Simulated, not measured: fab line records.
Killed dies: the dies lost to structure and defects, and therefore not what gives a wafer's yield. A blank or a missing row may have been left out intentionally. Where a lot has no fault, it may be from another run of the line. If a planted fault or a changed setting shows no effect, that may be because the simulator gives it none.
fab line records | flow nand-harc
[record] lots = 12 | wafers = 36 | last-day = 33
route steps=1302 shown A_SGD_CUT@920 A_WL_FILL@953
lots that met no fault: taken from a fault-free run of the same line
start-h: hours from the record's first day to the start of the lot's first wafer shown | wait-h: how many hours have passed since the lot's step before this one | " identical to the entry in the row above | L1.1+2: a row that stands for several wafers | - value missing, or start not given | * or withheld: withheld | < > ~ a bound
route shown NAME@n: a module of which the file shows steps, and the number in the route of the first | usual: average and standard deviation across the fault-free wafers | same: alike in all rows | chamber/n: place in a boat | sites: per-site readings | _std_site: standard deviation of those values | _edge_site: inner sites' mean taken away from outer sites' mean | radius-mm: for every site, how far away it sits from the centre of the wafer | mask NAME#n: copy n | behind: the last tool/chamber to shape the wafer | hold: why the lot was held/for how many hours/how that ended | device: which transistor (n, p or np) failed to switch | end of line: tests run on the same wafers once the route is complete | a step without rows: its recipe alone | killed: count of dies lost to structure and defects at first sort (not the wafer's yield) | map: a wafer's dies, x killed, . not, _ none there
set.NAME: the setting as run; set.NAME@STEP: as run at that earlier step | model.NAME: the simulator's own value behind a step, which no gauge read
route steps across a sampled set of lots; one table per step, one row per wafer
services: a tool's chamber out of use, with start hour (start-h, from the record's first day; less than 0 if before it), hours out, and reason
[[steps]]
[step NHARC_A_SGD_CUT_STRIP_28]
[recipe] time-s = 20 | o2-flow-sccm = 500 | ar-flow-sccm = 0 | bias-w = 0 | chemistry = O2
[usual] drypump-motor-current-A = 5.56/0.26 | oes-product-au = 1.000/0.014 | rf-vpp-V = 57.8/0.93 | showerhead-plenum-p-Torr = 3.49/0.13 | throttle-valve-pct = 17.037/0.0098
[same] bias-w = 0 | time-s = 20
lot.wafer | tool        | chamber | start-h | wait-h | drypump-motor-current-A | oes-product-au | rf-hours-counter-h | rf-vpp-V | showerhead-plenum-p-Torr | throttle-valve-pct
L950.2    | rie-diel-03 | 2       | -       | -      | 5.71                    | 0.997          | 7.0                | 58.0     | 3.43                     | 17.032
L950.3    | "           | 3       | "       | "      | 5.37                    | 0.984          | 6.2                | 57.8     | 3.42                     | 17.051
L950.6    | "           | 1       | "       | "      | 5.73                    | 0.989          | -                  | 57.7     | 3.50                     | 17.019
L953.1    | rie-diel-03 | 3       | -       | -      | 5.36                    | 1.005          | 0.5                | 57.7     | 3.42                     | 17.043
L953.3    | "           | 1       | "       | "      | 5.73                    | 1.024          | 0.3                | 57.9     | 3.50                     | 17.037
L953.4    | "           | 2       | "       | "      | 5.69                    | 0.983          | 0.5                | 57.2     | 3.43                     | 17.035
L952.4    | rie-diel-02 | 1       | -       | -      | 5.55                    | 1.011          | 6.4                | 56.8     | 3.66                     | 17.041
L952.1    | "           | 3       | "       | "      | 5.37                    | 1.016          | 6.9                | 58.6     | 3.58                     | 17.017
L952.3    | "           | 0       | "       | "      | 5.10                    | 1.018          | 4.9                | 57.4     | 3.31                     | 17.033
L955.3    | rie-diel-02 | 1       | -       | -      | 5.58                    | 1.006          | 7.8                | 60.7     | 3.65                     | 17.034
L955.2    | "           | 2       | "       | "      | 5.96                    | 1.004          | 8.7                | 58.3     | 3.38                     | 17.030
L955.6    | "           | 1       | "       | "      | 5.56                    | 1.007          | -                  | 58.1     | 3.65                     | 17.033
L961.1    | rie-diel-03 | 1       | -       | -      | 5.71                    | 1.024          | 3.2                | 57.2     | 3.50                     | 17.033
L961.2    | "           | 2       | "       | "      | 5.69                    | 1.006          | 5.5                | 56.6     | 3.43                     | 17.039
L961.6    | "           | 2       | "       | "      | 5.69                    | 1.003          | -                  | 57.7     | 3.43                     | 17.050
L962.2    | rie-diel-08 | 1       | -       | -      | 5.42                    | 0.980          | 1.9                | 57.4     | 3.33                     | 17.041
L962.3    | "           | 3       | "       | "      | 6.16                    | 1.003          | 2.5                | 57.3     | 3.43                     | 17.037
L962.5    | "           | 0       | "       | "      | 5.37                    | 1.012          | -                  | 57.9     | 3.42                     | 17.045
L968.3    | rie-diel-08 | 0       | -       | -      | 5.35                    | 1.012          | 4.7                | 57.5     | 3.42                     | 17.025
L968.4    | "           | 1       | "       | "      | 5.41                    | 0.981          | 4.3                | 58.1     | 3.33                     | 17.043
L968.6    | "           | 0       | "       | "      | 5.32                    | 1.011          | -                  | 57.8     | 3.42                     | 17.038
L967.4    | rie-diel-03 | 0       | -       | -      | 5.37                    | 0.997          | 7.8                | 58.2     | 3.75                     | 17.035
L967.1    | "           | 1       | "       | "      | 5.71                    | 1.023          | 6.9                | 56.9     | 3.50                     | 17.049
L967.5    | "           | 0       | "       | "      | 5.37                    | 0.996          | -                  | 59.1     | 3.75                     | 17.042
L969.2    | rie-diel-02 | 2       | -       | -      | 5.87                    | 1.005          | 4.2                | 57.7     | 3.38                     | 17.031
L969.4    | "           | 0       | "       | "      | 5.10                    | 0.997          | 3.4                | 57.6     | 3.30                     | 17.041
L969.5    | "           | 3       | "       | "      | 5.39                    | 0.976          | -                  | 59.1     | 3.58                     | 17.043
L970.4    | rie-diel-08 | 3       | -       | -      | 6.15                    | 1.002          | 6.3                | 58.1     | 3.42                     | 17.049
L970.5    | "           | 0       | "       | "      | 5.35                    | 1.021          | -                  | 57.1     | 3.42                     | 17.035
L970.6    | "           | 1       | "       | "      | 5.44                    | 0.978          | -                  | 55.9     | 3.33                     | 17.042
L972.4    | rie-diel-02 | 2       | -       | -      | 5.94                    | 1.007          | 5.4                | 59.9     | 3.38                     | 17.042
L972.6    | "           | 3       | "       | "      | 5.40                    | 0.973          | -                  | 57.8     | 3.58                     | 17.032
L972.5    | "           | 0       | "       | "      | 5.11                    | 1.008          | -                  | 57.7     | 3.30                     | 17.036
L973.3    | rie-diel-03 | 0       | -       | -      | 5.38                    | 1.010          | 1.7                | 58.8     | 3.75                     | 17.039
L973.4    | "           | 1       | "       | "      | 5.71                    | 1.013          | 1.6                | 57.6     | 3.50                     | 17.033
L973.5    | "           | 1       | "       | "      | 5.72                    | 1.007          | -                  | 58.1     | 3.50                     | 17.024
[step NHARC_A_WL_FILL_RTA_01]
[recipe] temp-c = 1000 | time-s = 5
[usual] lamp-power-pct = 27.4/0.97 | lamp_zone_1_pct = 27.4/0.97 | lamp_zone_2_pct = 27.4/0.97 | lamp_zone_3_pct = 27.4/0.98 | lamp_zone_4_pct = 27.4/0.97 | lamp_zone_5_pct = 27.4/0.97 | lamp_zone_6_pct = 27.3/0.97 | lamp_zone_7_pct = 27.8/0.99 | wafer_temp_C_max = 1003.6/1.2
[same] time-s = 5
lot.wafer | tool          | chamber | start-h | wait-h | lamp-power-pct | lamp_zone_1_pct | lamp_zone_2_pct | lamp_zone_3_pct | lamp_zone_4_pct | lamp_zone_5_pct | lamp_zone_6_pct | lamp_zone_7_pct | wafer_temp_C_max
L950.2    | rtp-anneal-01 | 0       | 467.01  | -      | 28.2           | 28.2            | 28.2            | 28.2            | 28.2            | 28.2            | 28.1            | 28.6            | 1003.7
L950.3    | "             | 0       | "       | "      | 28.2           | 28.2            | 28.2            | 28.2            | 28.2            | 28.2            | 28.1            | 28.6            | 1001.9
L950.6    | "             | 0       | "       | "      | 28.2           | 28.2            | 28.2            | 28.2            | 28.3            | 28.2            | 28.2            | 28.7            | 1002.2
L953.1    | rtp-anneal-01 | 0       | 499.49  | -      | 28.2           | 28.2            | 28.2            | 28.1            | 28.2            | 28.1            | 28.1            | 28.6            | 1002.3
L953.3    | "             | 0       | "       | "      | 28.1           | 28.1            | 28.1            | 28.1            | 28.1            | 28.1            | 28.1            | 28.6            | 1003.7
L953.4    | "             | 0       | "       | "      | 28.2           | 28.2            | 28.1            | 28.1            | 28.1            | 28.1            | 28.1            | 28.6            | 1002.9
L952.1    | rtp-anneal-02 | 0       | 499.50  | -      | 26.2           | 26.2            | 26.2            | 26.2            | 26.2            | 26.2            | 26.2            | 26.6            | 1005.3
L952.3    | "             | 0       | "       | "      | 26.2           | 26.2            | 26.2            | 26.2            | 26.2            | 26.2            | 26.2            | 26.6            | 1004.9
L952.4    | "             | 0       | "       | "      | 26.2           | 26.2            | 26.2            | 26.2            | 26.2            | 26.2            | 26.2            | 26.6            | 1004.5
L955.2    | rtp-anneal-02 | 0       | 510.29  | -      | 26.2           | 26.2            | 26.2            | 26.2            | 26.2            | 26.2            | 26.1            | 26.6            | 1005.5
L955.3    | "             | 0       | "       | "      | 26.2           | 26.2            | 26.2            | 26.2            | 26.2            | 26.2            | 26.1            | 26.6            | 1004.7
L955.6    | "             | 0       | "       | "      | 26.2           | 26.2            | 26.2            | 26.2            | 26.1            | 26.2            | 26.1            | 26.6            | 1002.5
L961.1    | rtp-anneal-02 | 0       | 584.61  | -      | 22.9           | 22.9            | 22.9            | 22.9            | 22.9            | 22.9            | 22.8            | 23.4            | 958.2
L961.2    | "             | 0       | "       | "      | 22.9           | 22.9            | 22.9            | 22.9            | 22.9            | 22.9            | 22.9            | 23.4            | 956.9
L961.6    | "             | 0       | "       | "      | 22.9           | 22.9            | 22.9            | 22.9            | 22.9            | 22.9            | 22.9            | 23.3            | 956.1
L962.2    | rtp-anneal-02 | 0       | 602.43  | -      | 22.9           | 22.9            | 22.9            | 22.9            | 22.9            | 22.8            | 22.8            | 23.3            | 958.4
L962.3    | "             | 0       | "       | "      | 22.8           | 22.9            | 22.9            | 22.9            | 22.8            | 22.9            | 22.8            | 23.3            | 957.4
L962.5    | "             | 0       | "       | "      | 22.9           | 22.9            | 22.9            | 22.8            | 22.9            | 22.9            | 22.8            | 23.3            | 957.6
L968.3    | rtp-anneal-01 | 0       | 651.76  | -      | 28.2           | 28.2            | 28.2            | 28.2            | 28.2            | 28.2            | 28.2            | 28.6            | 1002.9
L968.4    | "             | 0       | "       | "      | 28.2           | 28.1            | 28.2            | 28.2            | 28.2            | 28.2            | 28.1            | 28.6            | 1001.1
L968.6    | "             | 0       | "       | "      | 28.2           | 28.2            | 28.2            | 28.2            | 28.2            | 28.2            | 28.2            | 28.6            | 1002.8
L967.1    | rtp-anneal-01 | 0       | 651.87  | -      | 28.2           | 28.2            | 28.2            | 28.2            | 28.2            | 28.2            | 28.1            | 28.6            | 1004.6
L967.4    | "             | 0       | "       | "      | 28.2           | 28.2            | 28.2            | 28.2            | 28.2            | 28.2            | 28.2            | 28.6            | 1003.1
L967.5    | "             | 0       | "       | "      | 28.2           | 28.2            | 28.2            | 28.1            | 28.2            | 28.2            | 28.2            | 28.6            | 1003.1
L969.2    | rtp-anneal-02 | 0       | 662.50  | -      | 26.2           | 26.2            | 26.2            | 26.2            | 26.3            | 26.2            | 26.2            | 26.7            | 1005.2
L969.4    | "             | 0       | "       | "      | 26.2           | 26.3            | 26.2            | 26.2            | 26.2            | 26.2            | 26.2            | 26.6            | 1005.2
L969.5    | "             | 0       | "       | "      | 26.2           | 26.2            | 26.2            | 26.2            | 26.2            | 26.2            | 26.2            | 26.6            | 1005.0
L970.4    | rtp-anneal-01 | 0       | 666.26  | -      | 28.2           | 28.2            | 28.2            | 28.2            | 28.2            | 28.2            | 28.1            | 28.6            | 1001.6
L970.5    | "             | 0       | "       | "      | 28.2           | 28.2            | 28.2            | 28.2            | 28.2            | 28.2            | 28.1            | 28.7            | 1002.4
L970.6    | "             | 0       | "       | "      | 28.2           | 28.2            | 28.2            | 28.2            | 28.2            | 28.2            | 28.1            | 28.6            | 1002.1
L972.4    | rtp-anneal-02 | 0       | 679.35  | -      | 26.2           | 26.2            | 26.2            | 26.3            | 26.2            | 26.3            | 26.2            | 26.7            | 1004.1
L972.5    | "             | 0       | "       | "      | 26.2           | 26.3            | 26.3            | 26.2            | 26.2            | 26.2            | 26.2            | 26.6            | 1005.8
L972.6    | "             | 0       | "       | "      | 26.2           | 26.2            | 26.3            | 26.3            | 26.2            | 26.2            | 26.2            | 26.6            | 1005.5
L973.3    | rtp-anneal-01 | 0       | 696.68  | -      | 28.2           | 28.2            | 28.2            | 28.2            | 28.2            | 28.2            | 28.2            | 28.7            | 1002.1
L973.4    | "             | 0       | "       | "      | 28.2           | 28.2            | 28.2            | 28.2            | 28.2            | 28.2            | 28.1            | 28.7            | 1002.9
L973.5    | "             | 0       | "       | "      | 28.2           | 28.2            | 28.2            | 28.2            | 28.2            | 28.2            | 28.1            | 28.7            | 1003.2
[step NHARC_A_WL_FILL_ETCHBACK_05]
[recipe] target-depth-a = 220 | time-s = 60 | temp-c = 40 | chemistry = Cl2/BCl3
[usual] drypump-motor-current-A = 5.8/0.53 | oes-product-au = 1.000/0.013
[same] time-s = 60
lot.wafer | tool         | chamber | start-h | wait-h | drypump-motor-current-A | oes-product-au | rf-hours-counter-h
L950.2    | rie-metal-01 | 1       | 468.26  | 0.2    | 6.8                     | 1.008          | 0.7
L950.3    | "            | 1       | "       | "      | 6.8                     | 1.009          | -
L950.6    | "            | 1       | "       | "      | 6.8                     | 1.014          | -
L952.1    | rie-metal-01 | 0       | 500.77  | 0.2    | 6.3                     | 1.000          | 1.4
L952.4    | "            | 0       | "       | "      | 6.3                     | 1.005          | -
L952.3    | "            | 1       | "       | "      | 6.8                     | 1.011          | -
L953.1    | rie-metal-03 | 0       | 500.77  | 0.2    | 5.0                     | 0.991          | 2.1
L953.3    | "            | 1       | "       | "      | 5.8                     | 0.999          | -
L953.4    | "            | 0       | "       | "      | 5.0                     | 0.985          | -
L955.2    | rie-metal-01 | 1       | 511.54  | 0.2    | 6.8                     | 0.999          | 1.7
L955.3    | "            | 1       | "       | "      | 6.8                     | 1.002          | -
L955.6    | "            | 0       | "       | "      | 6.3                     | 0.997          | -
L961.1    | rie-metal-02 | 1       | 585.88  | 0.2    | 5.7                     | 0.999          | 2.2
L961.2    | "            | 0       | "       | "      | 5.5                     | 1.014          | 2.2
L961.6    | "            | 0       | "       | "      | 5.5                     | 1.012          | -
L962.2    | rie-metal-02 | 1       | 603.73  | 0.2    | 5.7                     | 1.000          | 2.5
L962.3    | "            | 0       | "       | "      | 5.5                     | 1.009          | -
L962.5    | "            | 1       | "       | "      | 5.8                     | 1.005          | -
L968.4    | rie-metal-02 | 1       | 652.99  | 0.1    | 5.7                     | 0.983          | -
L968.3    | "            | 0       | "       | "      | 5.5                     | 1.014          | -
L968.6    | "            | 1       | "       | "      | 5.7                     | 0.960          | -
L967.1    | rie-metal-03 | 0       | 653.15  | 0.2    | 5.1                     | 1.019          | 1.9
L967.4    | "            | 0       | "       | "      | 5.1                     | 1.017          | -
L967.5    | "            | 0       | "       | "      | 5.0                     | 1.018          | -
L969.2    | rie-metal-01 | 0       | 663.73  | 0.2    | 6.3                     | 0.983          | 1.6
L969.4    | "            | 1       | "       | "      | 6.8                     | 0.983          | -
L969.5    | "            | 0       | "       | "      | 6.4                     | 0.991          | -
L970.4    | rie-metal-03 | 0       | 667.48  | 0.1    | 5.0                     | 0.999          | -
L970.5    | "            | 1       | "       | "      | 5.8                     | 0.993          | -
L970.6    | "            | 0       | "       | "      | 5.0                     | 1.001          | -
L972.4    | rie-metal-03 | 0       | 680.68  | 0.2    | 5.0                     | 0.996          | -
L972.6    | "            | 1       | "       | "      | 5.8                     | 0.999          | -
L972.5    | "            | 0       | "       | "      | 5.0                     | 1.009          | -
L973.3    | rie-metal-02 | 1       | 698.21  | 0.3    | 5.7                     | 0.986          | -
L973.4    | "            | 1       | "       | "      | 5.7                     | 0.977          | -
L973.5    | "            | 1       | "       | "      | 5.7                     | 0.980          | -
[step NHARC_A_WL_FILL_ETCHBACK_17]
[recipe] target-depth-a = 40 | time-s = 26.7 | chemistry = Cl2/BCl3
[usual] drypump-motor-current-A = 5.9/0.57 | oes-product-au = 1.000/0.013
[same] time-s = 26.7
lot.wafer | tool         | chamber | start-h | wait-h | drypump-motor-current-A | oes-product-au | rf-hours-counter-h
L950.2    | rie-metal-02 | 1       | 478.18  | -      | 5.7                     | 0.992          | 0.2
L950.3    | "            | 1       | "       | "      | 5.7                     | 0.994          | -
L950.6    | "            | 0       | "       | "      | 5.5                     | 1.026          | -
L952.1    | rie-metal-01 | 1       | 510.64  | -      | 6.8                     | 0.993          | 1.5
L952.3    | "            | 0       | "       | "      | 6.3                     | 0.998          | -
L952.4    | "            | 1       | "       | "      | 6.8                     | 1.001          | -
L953.1    | rie-metal-03 | 0       | 510.72  | -      | 5.0                     | 0.992          | 2.4
L953.3    | "            | 0       | "       | "      | 5.0                     | 0.989          | -
L953.4    | "            | 1       | "       | "      | 5.8                     | 0.994          | -
L955.2    | rie-metal-02 | 1       | 521.96  | -      | 5.7                     | 0.991          | 1.2
L955.3    | "            | 1       | "       | "      | 5.7                     | 0.982          | -
L955.6    | "            | 1       | "       | "      | 5.7                     | 0.997          | -
L961.2    | rie-metal-03 | 1       | 598.26  | -      | 5.8                     | 1.005          | 1.0
L961.1    | "            | 0       | "       | "      | 5.0                     | 0.998          | 1.0
L961.6    | "            | 1       | "       | "      | 5.8                     | 1.001          | -
L962.2    | rie-metal-01 | 0       | 618.93  | -      | 6.3                     | 0.987          | 0.9
L962.3    | "            | 1       | "       | "      | 6.8                     | 0.979          | -
L962.5    | "            | 1       | "       | "      | 6.8                     | 0.987          | -
L967.1    | rie-metal-03 | 0       | 662.86  | -      | 5.0                     | 1.002          | 2.0
L967.4    | "            | 0       | "       | "      | 5.1                     | 0.999          | -
L967.5    | "            | 0       | "       | "      | 5.1                     | 0.993          | -
L968.3    | rie-metal-02 | 0       | 662.88  | -      | 5.5                     | 1.020          | -
L968.4    | "            | 1       | "       | "      | 5.7                     | 0.988          | -
L968.6    | "            | 0       | "       | "      | 5.5                     | 1.028          | -
L969.2    | rie-metal-01 | 1       | 677.09  | -      | 6.8                     | 0.989          | 1.9
L969.4    | "            | 1       | "       | "      | 6.8                     | 0.976          | -
L969.5    | "            | 0       | "       | "      | 6.3                     | 0.990          | -
L970.4    | rie-metal-02 | 0       | 678.85  | -      | 5.5                     | 1.018          | -
L970.6    | "            | 1       | "       | "      | 5.7                     | 0.982          | -
L970.5    | "            | 0       | "       | "      | 5.5                     | 1.022          | -
L972.4    | rie-metal-01 | 1       | 692.74  | -      | 6.8                     | 0.992          | -
L972.5    | "            | 1       | "       | "      | 6.8                     | 0.993          | -
L972.6    | "            | 0       | "       | "      | 6.3                     | 0.992          | -
L973.4    | rie-metal-03 | 0       | 708.84  | -      | 5.0                     | 1.025          | -
L973.3    | "            | 1       | "       | "      | 5.8                     | 1.013          | -
L973.5    | "            | 1       | "       | "      | 5.7                     | 1.013          | -
[[services]]
tool         | chamber | start-h | hours | kind
rie-metal-03 | 0       | 447.13  | 8.9   | repair
rie-metal-02 | -       | 454.00  | 9.0   | pm
rie-diel-03  | -       | 458.30  | 9.0   | pm
rie-diel-03  | 3       | 478.72  | 1.2   | repair
rie-metal-03 | -       | 484.76  | 0.2   | repair
rie-diel-02  | 3       | 509.23  | 5.1   | repair
rie-metal-03 | -       | 519.00  | 9.0   | pm
rie-metal-02 | 1       | 532.61  | 4.7   | repair
rie-diel-03  | 1       | 544.27  | 16.6  | repair
rie-diel-08  | -       | 545.01  | 9.0   | pm
rie-diel-03  | 0       | 554.45  | 7.0   | repair
rie-diel-02  | -       | 570.70  | 9.0   | pm
rie-metal-01 | -       | 575.00  | 9.0   | pm
rie-diel-02  | 0       | 602.91  | 13.4  | repair
rie-metal-02 | -       | 613.96  | 1.1   | repair
rie-diel-08  | 2       | 615.10  | 3.7   | repair
rie-metal-02 | -       | 631.00  | 9.0   | pm
rie-diel-08  | 0       | 633.15  | 6.3   | repair
rie-diel-03  | -       | 635.30  | 9.0   | pm
rie-diel-03  | 1       | 661.66  | 5.8   | repair
rie-diel-03  | 2       | 680.96  | 5.1   | repair
rie-diel-02  | 3       | 682.75  | 7.5   | repair
rie-metal-02 | 0       | 692.78  | 19.6  | repair
rie-metal-03 | -       | 696.10  | 9.0   | pm
[[key]]
[first-sign] step = NHARC_A_WL_FILL_RTA_01 | reading = wafer_temp_C_max | direction = down | sigmas = 37 | usual = * | struck = *
[effect] step = NHARC_A_WL_FILL_RTA_01 | reading = lamp_zone_6_pct | direction = down | sigmas = 4.6 | usual = 27.3 | struck = 22.8
met-at NHARC_A_WL_FILL_RTA_01
struck-lots L961,L962
tester-left-out L961,L962
not-acting-at NHARC_A_SGD_CUT_STRIP_28,NHARC_A_WL_FILL_ETCHBACK_05,NHARC_A_WL_FILL_ETCHBACK_17
onset-between 510.29 584.61
[fault] kind = process-parameter-drift | tool = rtp-anneal-02 | chamber = - | onset-h = 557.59 | steps = NHARC_A_WL_FILL_RTA_01 | channel = temp-c | offset = * | shape = step | end-h = 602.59 | acts-in = * | stated = *
// tester-left-out: of these lots the tester's yield and bins aren't shown, on N5 and GAA mostly nor the transistor test; their killed dies are dies lost to structure and defects alone, not to doping, threshold or leakage, so they don't give the yield
